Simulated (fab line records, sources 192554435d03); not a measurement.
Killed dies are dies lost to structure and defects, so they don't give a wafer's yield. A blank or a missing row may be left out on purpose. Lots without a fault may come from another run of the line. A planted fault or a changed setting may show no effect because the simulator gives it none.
fab line records | flow n5_finfet
record lots=7 wafers=39
route steps=1938 shown WELL_APT@26 FIN_SAQP@102 HKMG_FIN@448 GATE_CUT@510 BEOL_M0@736 BEOL_M2@920 BEOL_M3@972 BEOL_M5@1112 BEOL_M8@1377 BEOL_M10@1474 BEOL_M15@1802 PASSIVATION@1910
start_h: hours from the record's first day to the start of the lot's first wafer shown | wait_h: hours since the lot's step before | " the same as in the row above | L1.1+2: a row that stands for several wafers | - no value, or no start given | * or withheld: withheld | < > ~ a bound
route shown NAME@n: a module of which the file shows steps, and the number in the route of the first | usual: mean/standard deviation of fault-free wafers | same: alike in all rows | chamber/n: place in a boat | sites: the reading at each site | _std_site: their standard deviation | _edge_site: outer sites' mean less inner sites' | radius_mm: how far each site lies from the wafer's centre | mask NAME#n: copy n | behind: the tool/chamber that last shaped the wafer | hold: why the lot was held/for how many hours/how that ended | device: the transistor (n, p or np) that didn't switch | end of line: the same wafers' tests at the end of the route | a step without rows: its recipe alone | killed: dies lost to structure and defects at the first sort, not the wafer's yield | map: a wafer's dies, x killed, . not, _ none there
set.NAME: the setting as run; set.NAME@STEP: as run at that earlier step | model.NAME: the simulator's own value behind a step, which no gauge read
lots whose settings were changed on purpose; a table a step, a row a wafer
## steps
# step N5_WELL_APT_DEVELOP_07
# recipe develop_time_s=45 rinse_liquid=surfactant_rinse dry=air_spin dev_temp_c=21
# step N5_FIN_SAQP_HM_DEP_72
# recipe material=SiO2 target_thk_a=120 temp_c=400 precursor=SiH4/N2O pressure_torr=0.75 rf_w=275 time_s=7.2
# step N5_HKMG_FIN_NWFM_ALD_20
# recipe material=TiAlC target_thk_a=20 temp_c=300 ald_precursor_family=TiCl4 ald_co_reactant=TEA pulse_time_s=3 purge_time_s=2 co_reactant_purge_time_s=2 co_reactant_pulse_time_s=10 ald_cycles=7 pressure_torr=3
# step N5_GATE_CUT_ALD_22
# recipe material=SiNx target_thk_a=160 temp_c=400 ald_precursor_family=SiH2I2 ald_co_reactant=N2/H2-plasma pulse_time_s=1 ald_cycles=320 purge_time_s=2 co_reactant_purge_time_s=2 pressure_torr=2
# step N5_BEOL_M0_SPUTTER_132
# recipe material=Cu target_thk_a=40 temp_c=-20 chamber_pressure_pa=0.07 power_w=withheld time_s=7.37
# step N5_BEOL_M2_SPUTTER_96
# recipe material=Cu target_thk_a=45 temp_c=-20 chamber_pressure_pa=0.07 power_w=withheld time_s=8.29
# step N5_BEOL_M3_ALD_98
# recipe material=SiO2 target_thk_a=25 temp_c=100 ald_precursor_family=BDEAS ald_co_reactant=O2-plasma pulse_time_s=1 co_reactant_pulse_time_s=1 purge_time_s=2 co_reactant_purge_time_s=2 ald_cycles=17 pressure_torr=2
# step N5_BEOL_M5_ILD_DEP_00
# recipe material=SiCOH_lowk target_thk_a=1406.4 temp_c=300 precursor=DEMS/porogen pressure_torr=5 rf_w=500 time_s=25.9
# step N5_BEOL_M8_TRENCH_ETCH_37
# recipe chemistry=C4F6/O2 target_depth_a=934.78 target=SiCOH_lowk time_s=31.2 ion_energy_ev=250 pressure_mtorr=30 source_w=345 bias_w=185 Ar_flow_sccm=300 C4F6_flow_sccm=10 O2_flow_sccm=10
# step N5_BEOL_M10_HM_DEP_02
# recipe material=TiN target_thk_a=200 temp_c=25 chamber_pressure_pa=0.49996
# step N5_BEOL_M15_DEVELOP_27
# recipe develop_time_s=45 rinse_liquid=diw dry=air_spin dev_temp_c=21
# step N5_PASSIVATION_ETCH_59
# recipe chemistry=Cl2/BCl3 target=TaN target_depth_a=650 time_s=34.9 ion_energy_ev=100 pressure_mtorr=10 icp_w=900 bias_w=100 Cl2_flow_sccm=60 bcl3_flow_sccm=30
# step N5_PASSIVATION_PROBE_49
# usual killed_at_M4_up=15/6.1
# columns lot.wafer tool chamber start_h wait_h set.develop_time_s@WELL_APT_DEVELOP_07 set.time_s@FIN_SAQP_HM_DEP_72 set.co_reactant_pulse_time_s@HKMG_FIN_NWFM_ALD_20 set.ald_cycles@GATE_CUT_ALD_22 set.target_thk_a@BEOL_M0_SPUTTER_132 set.time_s@BEOL_M2_SPUTTER_96 set.ald_cycles@BEOL_M3_ALD_98 set.target_thk_a@BEOL_M5_ILD_DEP_00 set.target_depth_a@BEOL_M8_TRENCH_ETCH_37 set.target_thk_a@BEOL_M10_HM_DEP_02 set.develop_time_s@BEOL_M15_DEVELOP_27 set.time_s@PASSIVATION_ETCH_59 killed_at_M4_up
L074.3 prober-01 - 281.82 0.1 45 7.2 10 320 40 8.29 17 1406.4 934.78 200 45 34.9 7
L074.5 prober-01 - 281.92 0.2 45 7.2 10 320 40 8.29 17 1406.4 934.78 200 45 34.9 14
L074.6 prober-01 - 281.97 0.3 45 7.2 10 320 40 8.29 17 1406.4 934.78 200 45 34.9 6
L078.1 prober-01 - 310.05 0.0 61.66 7.2 10 320 40 8.29 17 1907 727.5 200 45 34.9 1094
L078.2 prober-01 - 310.10 0.1 45 7.2 8.46 320 40 11.4 17 1406.4 934.78 200 45 48.08 14
L078.3 prober-01 - 310.15 0.1 45 9.092 10 320 40 11.4 17 1907 727.5 267.2 45 48.08 1085
L078.4 prober-01 - 310.20 0.2 45 7.2 10 320 40 8.29 17 1406.4 934.78 200 45 34.9 11
L078.5 prober-01 - 310.25 0.2 61.66 9.092 8.46 320 40 11.4 17 1406.4 727.5 267.2 45 34.9 16
L078.6 prober-01 - 310.30 0.3 61.66 9.092 8.46 320 40 8.29 17 1907 934.78 267.2 45 48.08 17
L077.1 prober-02 - 316.95 0.0 45 9.508 8.389 195 40 8.29 17 1806 774.9 200 45 44.69 7
L077.2 prober-02 - 317.00 0.1 45 7.2 10 195 40 8.29 17 1806 934.78 200 34.08 34.9 5
L077.3 prober-02 - 317.05 0.1 54.23 7.2 8.389 320 49.8 8.29 17 1806 774.9 200 34.08 44.69 12
L077.4 prober-02 - 317.10 0.2 54.23 7.2 8.389 195 49.8 8.29 17 1406.4 934.78 200 34.08 34.9 9
L077.5 prober-02 - 317.15 0.2 45 9.508 10 320 40 8.29 17 1406.4 934.78 200 45 44.69 12
L077.6 prober-02 - 317.20 0.3 54.23 9.508 10 320 49.8 8.29 17 1406.4 774.9 200 45 34.9 13
L081.1 prober-02 - 329.17 0.0 33.36 11.02 10 320 26.05 6.746 17 1928 934.78 235.4 45 26.59 1068
L081.2 prober-02 - 329.22 0.1 45 7.2 5.197 320 40 6.746 17 1406.4 1083 235.4 35.34 34.9 26
L081.3 prober-02 - 329.27 0.1 33.36 7.2 10 320 40 8.29 17 1406.4 1083 235.4 45 26.59 16
L081.4 prober-02 - 329.32 0.2 33.36 7.2 5.197 403 26.05 6.746 17 1406.4 934.78 200 35.34 26.59 18
L081.5 prober-02 - 329.37 0.2 45 11.02 5.197 403 40 8.29 17 1928 934.78 200 35.34 34.9 756
L081.6 prober-02 - 329.42 0.3 45 11.02 10 403 26.05 8.29 17 1928 1083 200 45 34.9 1093
L086.1 prober-02 - 347.59 0.0 22.58 7.2 10 159 40 6.515 10 1406.4 1333 200 22.77 34.9 12
L086.2 prober-02 - 347.64 0.1 45 5.15 13.27 159 40 6.515 17 2201 1333 200 22.77 34.9 1085
L086.3 prober-02 - 347.69 0.1 45 7.2 10 320 40 8.29 17 1406.4 934.78 200 45 34.9 12
L086.4 prober-02 - 347.74 0.2 45 7.2 13.27 320 40 8.29 17 2201 1333 200 45 34.9 1097
L086.5 prober-02 - 347.79 0.2 22.58 5.15 10 320 40 6.515 10 2201 934.78 200 45 34.9 1076
L086.6 prober-02 - 347.84 0.3 22.58 5.15 13.27 159 40 8.29 10 1406.4 934.78 200 22.77 34.9 10
L087.1 prober-01 - 359.65 0.0 68.86 7.2 10 320 49.55 8.29 14 974.4 698.9 127.4 45 34.9 40
L087.2 prober-01 - 359.70 0.1 45 7.2 10 320 49.55 12.71 17 974.4 934.78 200 56.56 18.57 24
L087.3 prober-01 - 359.75 0.1 68.86 7.2 10 461 40 8.29 14 1406.4 934.78 200 45 34.9 12
L087.4 prober-01 - 359.80 0.2 45 7.2 10 320 40 12.71 14 1406.4 934.78 127.4 56.56 34.9 7
L087.5 prober-01 - 359.85 0.2 68.86 7.2 10 461 40 12.71 17 974.4 698.9 127.4 56.56 18.57 11
L087.6 prober-01 - 359.90 0.3 45 7.2 10 461 49.55 8.29 17 1406.4 698.9 200 45 18.57 5
L093.1 prober-01 - 391.18 0.1 45 7.2 10 320 40 5.604 17 1406.4 934.78 169.5 34.69 34.9 15
L093.2 prober-01 - 391.23 0.2 45 10.19 15.29 453 40 8.29 17 1406.4 381.4 169.5 45 34.9 1075
L093.3 prober-01 - 391.28 0.2 45 10.19 15.29 453 31.52 5.604 21 1406.4 934.78 169.5 45 34.9 17
L093.4 prober-01 - 391.33 0.3 64.11 7.2 15.29 320 31.52 8.29 21 1406.4 381.4 200 34.69 34.9 1092
L093.5 prober-01 - 391.38 0.3 64.11 7.2 10 453 40 5.604 21 1406.4 381.4 200 34.69 34.9 1088
L093.6 prober-01 - 391.43 0.4 64.11 10.19 10 320 31.52 8.29 17 1406.4 934.78 200 45 34.9 26
# killed by level:class
L074.3 FIN_SAQP:geometric_particle:open=20 FIN_SAQP:geometric_particle:short=14 MOL_CONTACT_COAG:geometric_particle:open=6 BEOL_M3:geometric_particle:open=6 DUMMY_GATE:geometric_particle:open=5 BEOL_M0_SAQP:geometric_particle:open=4 BEOL_M1:geometric_particle:open=4 BEOL_M2:geometric_particle:open=4
L074.5 BEOL_M3:geometric_particle:open=10 BEOL_M1:geometric_particle:open=7 FIN_SAQP:geometric_particle:short=6 BEOL_M1:geometric_particle:short=6 BEOL_M2:geometric_particle:open=6 BEOL_M0:geometric_particle:short=5 PASS1_CAP:geometric_particle:short=5 STI_FIN_REVEAL:geometric_particle:open=4
L074.6 FIN_SAQP:geometric_particle:open=9 ILD0:geometric_particle:short=8 MOL_CONTACT_COAG:geometric_particle:open=8 FIN_SAQP:geometric_particle:short=7 STI_FIN_REVEAL:geometric_particle:open=4 DUMMY_GATE:geometric_particle:open=3 MOL_CONTACT_COAG:geometric_particle:short=3 BEOL_M0_SAQP:geometric_particle:open=3
L078.1 BEOL_M5:area_etch=1080 FIN_SAQP:geometric_particle:short=11 FIN_SAQP:geometric_particle:open=9 STI_FIN_REVEAL:geometric_particle:open=8 BEOL_M0_SAQP:geometric_particle:short=7 MOL_CONTACT_COAG:geometric_particle:open=6 BEOL_M1:geometric_particle:open=6 ILD0:geometric_particle:short=5
L078.2 FIN_SAQP:geometric_particle:short=14 BEOL_M0_SAQP:geometric_particle:short=13 FIN_SAQP:geometric_particle:open=11 BEOL_M0_SAQP:geometric_particle:open=11 GATE_CUT:geometric_particle:short=7 ILD0:geometric_particle:open=6 MOL_CONTACT_COAG:geometric_particle:open=6 DUMMY_GATE:geometric_particle:open=4
L078.3 BEOL_M5:area_etch=1065 FIN_SAQP:geometric_particle:open=16 BEOL_M0_SAQP:geometric_particle:short=12 BEOL_M0_SAQP:geometric_particle:open=10 FIN_SAQP:geometric_particle:short=9 GATE_CUT:geometric_particle:short=8 BEOL_M3:geometric_particle:open=7 BEOL_M1:geometric_particle:open=6
L078.4 FIN_SAQP:geometric_particle:open=16 BEOL_M1:geometric_particle:open=15 FIN_SAQP:geometric_particle:short=8 STI_FIN_REVEAL:geometric_particle:open=5 MOL_CONTACT_COAG:geometric_particle:open=5 BEOL_M0_SAQP:geometric_particle:open=5 BEOL_M0:geometric_particle:open=5 STARTING-WAFER:geometric_particle:open=5
L078.5 FIN_SAQP:geometric_particle:open=13 BEOL_M0_SAQP:geometric_particle:open=13 FIN_SAQP:geometric_particle:short=11 BEOL_M0_SAQP:geometric_particle:short=10 MOL_CONTACT_COAG:geometric_particle:open=7 BEOL_M1:geometric_particle:short=5 BEOL_M3:geometric_particle:open=5 BEOL_M1:geometric_particle:open=5
L078.6 FIN_SAQP:geometric_particle:open=21 BEOL_M10:area_open=13 BEOL_M0_SAQP:geometric_particle:short=9 DUMMY_GATE:geometric_particle:open=8 GATE_CUT:geometric_particle:open=7 BEOL_M0_SAQP:geometric_particle:open=7 GATE_CUT:geometric_particle:short=6 BEOL_M1:geometric_particle:open=6
L077.1 MOL_CONTACT_COAG:geometric_particle:open=11 FIN_SAQP:geometric_particle:open=7 FIN_SAQP:geometric_particle:short=7 BEOL_M1:geometric_particle:open=6 BEOL_M2:geometric_particle:open=5 STI_FIN_REVEAL:geometric_particle:open=4 ILD0:geometric_particle:short=4 BEOL_M3:geometric_particle:open=4
L077.2 FIN_SAQP:geometric_particle:open=14 MOL_CONTACT_COAG:geometric_particle:open=12 FIN_SAQP:geometric_particle:short=10 DUMMY_GATE:geometric_particle:open=8 BEOL_M2:geometric_particle:open=7 BEOL_M1:geometric_particle:open=6 STARTING-WAFER:geometric_particle:open=5 BEOL_M4:geometric_particle:open=3
L077.3 FIN_SAQP:geometric_particle:open=14 FIN_SAQP:geometric_particle:short=8 MOL_CONTACT_COAG:geometric_particle:open=7 BEOL_M2:geometric_particle:open=7 BEOL_M0:geometric_particle:open=6 ILD0:geometric_particle:open=5 BEOL_M1:geometric_particle:open=5 STARTING-WAFER:geometric_particle:open=5
L077.4 FIN_SAQP:geometric_particle:open=19 BEOL_M1:geometric_particle:open=12 FIN_SAQP:geometric_particle:short=6 SPACER0:geometric_particle:short=4 ILD0:geometric_particle:short=4 STARTING-WAFER:geometric_particle:short=4 BEOL_M0:geometric_particle:open=4 BEOL_M2:geometric_particle:open=4
L077.5 FIN_SAQP:geometric_particle:open=17 DUMMY_GATE:geometric_particle:open=10 BEOL_M2:geometric_particle:open=8 BEOL_M4:geometric_particle:open=6 MOL_CONTACT_COAG:geometric_particle:open=5 BEOL_M0:geometric_particle:open=5 BEOL_M1:geometric_particle:open=5 STI_FIN_REVEAL:geometric_particle:open=4
L077.6 FIN_SAQP:geometric_particle:open=12 FIN_SAQP:geometric_particle:short=9 BEOL_M4:geometric_particle:open=6 DUMMY_GATE:geometric_particle:open=5 GATE_CUT:geometric_particle:short=5 MOL_CONTACT_COAG:geometric_particle:open=5 STI_FIN_REVEAL:geometric_particle:open=4 STARTING-WAFER:geometric_particle:short=4
L081.1 BEOL_M5:area_etch=1054 FIN_SAQP:geometric_particle:open=26 FIN_SAQP:geometric_particle:short=12 BEOL_M0_SAQP:geometric_particle:short=9 MOL_CONTACT_COAG:geometric_particle:open=7 BEOL_M2:geometric_particle:open=7 BEOL_M3:geometric_particle:open=7 BEOL_M4:geometric_particle:open=6
L081.2 FIN_SAQP:geometric_particle:open=16 BEOL_M4:geometric_particle:open=14 STI_FIN_REVEAL:geometric_particle:open=12 FIN_SAQP:geometric_particle:short=9 BEOL_M0:geometric_particle:open=7 BEOL_M8:geometric_particle:open=6 BEOL_M1:geometric_particle:open=4 BEOL_M2:geometric_particle:open=4
L081.3 PASSIVATION:area_etch=633 MOL_CONTACT_COAG:geometric_particle:open=8 STI_FIN_REVEAL:geometric_particle:open=7 GATE_CUT:geometric_particle:short=7 BEOL_M4:geometric_particle:open=7 FIN_SAQP:geometric_particle:open=6 BEOL_M0_SAQP:geometric_particle:short=5 BEOL_M0_SAQP:geometric_particle:open=5
L081.4 PASSIVATION:area_etch=437 GATE_CUT:geometric_particle:short=9 BEOL_M1:geometric_particle:open=9 FIN_SAQP:geometric_particle:open=8 BEOL_M2:geometric_particle:open=7 BEOL_M4:geometric_particle:open=7 STI_FIN_REVEAL:geometric_particle:open=6 MOL_CONTACT_COAG:geometric_particle:open=6
L081.5 BEOL_M5:area_etch=733 FIN_SAQP:geometric_particle:open=15 MOL_CONTACT_COAG:geometric_particle:open=11 BEOL_M2:geometric_particle:open=11 BEOL_M0_SAQP:geometric_particle:open=10 BEOL_M0_SAQP:geometric_particle:short=10 BEOL_M4:geometric_particle:open=10 FIN_SAQP:geometric_particle:short=7
L081.6 BEOL_M5:area_etch=1065 BEOL_M4:geometric_particle:open=18 FIN_SAQP:geometric_particle:open=11 GATE_CUT:geometric_particle:short=8 FIN_SAQP:geometric_particle:short=7 MOL_CONTACT_COAG:geometric_particle:open=6 BEOL_M0_SAQP:geometric_particle:short=6 BEOL_M1:geometric_particle:open=6
L086.1 MOL_CONTACT_COAG:geometric_particle:open=17 STI_FIN_REVEAL:geometric_particle:open=9 FIN_SAQP:geometric_particle:short=6 FIN_SAQP:geometric_particle:open=5 MOL_CONTACT_COAG:geometric_particle:short=5 BEOL_M0_SAQP:geometric_particle:open=5 PAD_METAL:geometric_particle:open=4 BEOL_M0_SAQP:geometric_particle:short=4
L086.2 BEOL_M5:area_etch=1069 FIN_SAQP:geometric_particle:open=20 FIN_SAQP:geometric_particle:short=11 MOL_CONTACT_COAG:geometric_particle:open=9 BEOL_M2:geometric_particle:open=9 BEOL_M4:geometric_particle:open=6 BEOL_M5:geometric_particle:open=6 STI_FIN_REVEAL:geometric_particle:open=5
L086.3 MOL_CONTACT_COAG:geometric_particle:open=15 BEOL_M2:geometric_particle:open=15 BEOL_M0_SAQP:geometric_particle:open=7 BEOL_M0_SAQP:geometric_particle:short=7 STI_FIN_REVEAL:geometric_particle:open=4 MOL_CONTACT_COAG:geometric_particle:short=4 BEOL_M4:geometric_particle:open=4 STARTING-WAFER:geometric_particle:open=4
L086.4 BEOL_M5:area_etch=1080 MOL_CONTACT_COAG:geometric_particle:open=17 FIN_SAQP:geometric_particle:open=15 STI_FIN_REVEAL:geometric_particle:open=8 BEOL_M2:geometric_particle:open=7 BEOL_M3:geometric_particle:open=6 BEOL_M4:geometric_particle:open=5 BEOL_M5:geometric_particle:open=5
L086.5 BEOL_M5:area_etch=1068 MOL_CONTACT_COAG:geometric_particle:open=25 MOL_CONTACT_COAG:geometric_particle:short=12 BEOL_M3:geometric_particle:open=10 STI_FIN_REVEAL:geometric_particle:open=6 FIN_SAQP:geometric_particle:open=5 BEOL_M2:geometric_particle:open=5 BEOL_M0_SAQP:geometric_particle:short=5
L086.6 MOL_CONTACT_COAG:geometric_particle:open=28 BEOL_M0_SAQP:geometric_particle:short=13 BEOL_M2:geometric_particle:open=12 MOL_CONTACT_COAG:geometric_particle:short=9 FIN_SAQP:geometric_particle:open=8 BEOL_M0_SAQP:geometric_particle:open=8 BEOL_M4:geometric_particle:open=6 FIN_SAQP:geometric_particle:short=5
L087.1 BEOL_M5:area_dep=26 BEOL_M0_SAQP:geometric_particle:open=8 BEOL_M3:geometric_particle:open=8 MOL_CONTACT_COAG:geometric_particle:open=7 STI_FIN_REVEAL:geometric_particle:open=6 FIN_SAQP:geometric_particle:open=5 BEOL_M0_SAQP:geometric_particle:short=5 BEOL_M2:geometric_particle:open=5
L087.2 PASSIVATION:area_etch=1095 STI_FIN_REVEAL:geometric_particle:open=12 BEOL_M4:geometric_particle:open=11 MOL_CONTACT_COAG:geometric_particle:open=8 BEOL_M0_SAQP:geometric_particle:short=7 BEOL_M6:geometric_particle:open=6 BEOL_M0_SAQP:geometric_particle:open=5 STI_FIN_REVEAL:geometric_particle:short=4
L087.3 BEOL_M0_SAQP:geometric_particle:short=16 BEOL_M0_SAQP:geometric_particle:open=12 FIN_SAQP:geometric_particle:short=11 STI_FIN_REVEAL:geometric_particle:open=10 MOL_CONTACT_COAG:geometric_particle:open=5 BEOL_M3:geometric_particle:open=5 BEOL_M4:geometric_particle:open=5 FIN_SAQP:geometric_particle:open=4
L087.4 BEOL_M0_SAQP:geometric_particle:open=14 MOL_CONTACT_COAG:geometric_particle:open=13 BEOL_M3:geometric_particle:open=10 BEOL_M0_SAQP:geometric_particle:short=10 STI_FIN_REVEAL:geometric_particle:open=9 GATE_CUT:geometric_particle:short=6 BEOL_M3:geometric_particle:short=6 FIN_SAQP:geometric_particle:open=4
L087.5 PASSIVATION:area_etch=1095 STI_FIN_REVEAL:geometric_particle:open=12 BEOL_M3:geometric_particle:open=9 MOL_CONTACT_COAG:geometric_particle:open=7 BEOL_M2:geometric_particle:open=7 FIN_SAQP:geometric_particle:short=6 FIN_SAQP:geometric_particle:open=5 STARTING-WAFER:geometric_particle:open=5
L087.6 PASSIVATION:area_etch=1079 STI_FIN_REVEAL:geometric_particle:open=20 BEOL_M0_SAQP:geometric_particle:open=12 BEOL_M0_SAQP:geometric_particle:short=11 BEOL_M3:geometric_particle:open=9 STI_FIN_REVEAL:geometric_particle:short=5 FIN_SAQP:geometric_particle:open=4 FIN_SAQP:geometric_particle:short=4
L093.1 MOL_CONTACT_COAG:geometric_particle:open=21 BEOL_M0_SAQP:geometric_particle:open=11 FIN_SAQP:geometric_particle:open=8 STI_FIN_REVEAL:geometric_particle:open=8 GATE_CUT:geometric_particle:short=8 BEOL_M4:geometric_particle:open=8 GATE_CUT:geometric_particle:open=6 BEOL_M0_SAQP:geometric_particle:short=6
L093.2 BEOL_M8:area_ecd=1050 BEOL_M4:geometric_particle:open=14 MOL_CONTACT_COAG:geometric_particle:open=10 BEOL_M3:geometric_particle:open=10 GATE_CUT:geometric_particle:short=9 STI_FIN_REVEAL:geometric_particle:open=7 BEOL_M0:geometric_particle:open=6 BEOL_M0_SAQP:geometric_particle:short=6
L093.3 BEOL_M0:geometric_particle:open=8 BEOL_M0_SAQP:geometric_particle:short=8 BEOL_M1:geometric_particle:open=6 FIN_SAQP:geometric_particle:short=5 FIN_SAQP:geometric_particle:open=5 MOL_CONTACT_COAG:geometric_particle:short=5 BEOL_M0_SAQP:geometric_particle:open=5 BEOL_M8:geometric_particle:open=4
L093.4 BEOL_M8:area_ecd=1084 MOL_CONTACT_COAG:geometric_particle:open=15 FIN_SAQP:geometric_particle:open=7 BEOL_M0_SAQP:geometric_particle:open=6 DUMMY_GATE:geometric_particle:short=5 GATE_CUT:geometric_particle:short=5 BEOL_M1:geometric_particle:open=5 BEOL_M3:geometric_particle:open=5
L093.5 BEOL_M8:area_ecd=1082 MOL_CONTACT_COAG:geometric_particle:open=11 BEOL_M0_SAQP:geometric_particle:open=10 FIN_SAQP:geometric_particle:short=8 FIN_SAQP:geometric_particle:open=8 BEOL_M0_SAQP:geometric_particle:short=7 BEOL_M0:geometric_particle:open=7 BEOL_M3:geometric_particle:open=6
L093.6 MOL_CONTACT_COAG:geometric_particle:open=19 FIN_SAQP:geometric_particle:open=11 BEOL_M4:geometric_particle:open=10 BEOL_M0_SAQP:geometric_particle:open=9 BEOL_M0_SAQP:geometric_particle:short=8 FIN_SAQP:geometric_particle:short=6 GATE_CUT:geometric_particle:short=6 BEOL_M3:geometric_particle:open=6
## key
split step=N5_WELL_APT_DEVELOP_07 setting=develop_time_s stated_as=45
response none clear
split step=N5_FIN_SAQP_HM_DEP_72 setting=time_s stated_as=7.2
response none clear
split step=N5_HKMG_FIN_NWFM_ALD_20 setting=co_reactant_pulse_time_s stated_as=10
response none clear
split step=N5_GATE_CUT_ALD_22 setting=ald_cycles stated_as=320
response none clear
split step=N5_BEOL_M0_SPUTTER_132 setting=target_thk_a stated_as=40
response none clear
split step=N5_BEOL_M2_SPUTTER_96 setting=time_s stated_as=8.29
response none clear
split step=N5_BEOL_M3_ALD_98 setting=ald_cycles stated_as=17
response none clear
split step=N5_BEOL_M5_ILD_DEP_00 setting=target_thk_a stated_as=1406.4
response step=N5_PASSIVATION_PROBE_49 reading=killed_at_M4_up slope=+16.7 per=1% together_with=all explained=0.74
split step=N5_BEOL_M8_TRENCH_ETCH_37 setting=target_depth_a stated_as=934.78
response none clear
split step=N5_BEOL_M10_HM_DEP_02 setting=target_thk_a stated_as=200
response none clear
split step=N5_BEOL_M15_DEVELOP_27 setting=develop_time_s stated_as=45
response none clear
split step=N5_PASSIVATION_ETCH_59 setting=time_s stated_as=34.9
response none clear
